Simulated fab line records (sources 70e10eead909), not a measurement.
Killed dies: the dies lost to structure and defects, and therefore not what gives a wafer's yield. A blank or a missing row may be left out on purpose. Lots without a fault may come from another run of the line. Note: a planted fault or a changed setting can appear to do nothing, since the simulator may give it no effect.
A lot that was struck, set against a sound lot | flow nandHarc | 14 steps out of a route of 1302
Sound: the wafers L685.1, L685.4, L685.5. Struck: wafers L681.1, L681.3, L681.5. At the end, the cause is stated.
For every step that has rows: the tool of each side, followed by ch and its chambers, followed by its first start. Under that, the readings that differ: sound wafers | struck wafers | difference of the means | sigmas: that difference in standard deviations of wafers without a fault.
alike: same words and numbers on both sides, and readings whose means sit less than 2 such deviations apart. not compared: any withheld reading, any reading some wafer has no value for, any bound like >300 that may hide the same value, and any number with overlapping values for which the record gives no deviation.
A row with sigmas, a row that says differs or no value, or rows on one side alone: a step with any of these is where the two part. Numbers that have no deviation but don't overlap get no sigmas and don't part them. A reading that every wafer of one side lacks parts them only if that side has two wafers or more.

NHARC_A_BLC_PVD_32: deposits Ti, target thk 5 nm, time 17.7 s.
  sound on pvdSputter-01; struck on pvdSputter-03
  alike: throttleValvePct
NHARC_A_BLC_ALD_23: deposits TiN, target thk 3 nm, pulse time 1 s, ald cycles 150.
  sound on aldMetal-01 ch 1,2, day 29 01:44; struck on aldMetal-01 ch 0,1,2, day 27 19:47
  alike: heaterPowerW, precursorPulseHeightRel, susceptorTempC
NHARC_A_BLC_CVD_24: deposits W, target thk 150 nm, time 434 s.
  sound on cvdW-01 ch 0,1; struck on cvdW-01 ch 0
  alike: heaterPowerW, susceptorTempC, throttleValvePct
NHARC_A_BLC_CMP_25: polishes, t overpolish 30 s, target thk 150 nm.
  sound on cmp-03 ch 0,1,2, day 29 02:29; struck on cmp-04 ch 0,2, day 27 20:31
  alike: motorCurrentA, overpolishRunS, timeToEndpointS
after that, 1 step had no rows for these wafers: NHARC_A_BLC_SRD_27.
NHARC_A_BLC_INSPECT_28:
  sound: defectInspect-01 at day 29 02:52; struck: defectInspect-01 at day 27 20:55
  alike: rawDefectCount
then, 5 steps without rows for these wafers: NHARC_A_M0_DEP_00 (deposits SiOC, target thk 150 nm); NHARC_A_M0_DEHYDRATE_01 (time 120 s); NHARC_A_M0_HMDS_02 (time 30 s); NHARC_A_M0_COAT_33 (time 65 s); NHARC_A_M0_COAT_03 (resist thk 90 nm).
NHARC_A_M0_SOFTBAKE_04: time 55 s.
  sound on lithoTrack-01 ch 0, day 29 03:00; struck on lithoTrack-06 ch 0, day 27 21:00
reading               | sound                | struck               | difference | sigmas
heaterPowerTotalW (W) | 188.53 188.55 188.34 | 322.95 322.91 323.40 | +134.61    | +99 or more
  alike: chillPlateTempC
after that, 1 step had no rows for these wafers: NHARC_A_M0_EBR_05.
NHARC_END_SORT_01:
  sound on prober-01 ch 0, day 30 19:08; struck on prober-01 ch 0, day 29 10:22
  alike: defectLimitedYield, killedAtArray, killedAtOther, killedAtPeriphery, killedDies, killedOpen, killedShort

WHERE THEY PART
At NHARC_A_M0_SOFTBAKE_04 and nowhere else, as far as this record goes. Later steps at which nothing parts them and some readings are alike: NHARC_END_SORT_01.

WHY: the cause the simulator had injected
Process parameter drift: lithoTrack-06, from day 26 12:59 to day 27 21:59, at NHARC_A_M0_SOFTBAKE_04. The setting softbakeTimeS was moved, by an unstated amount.
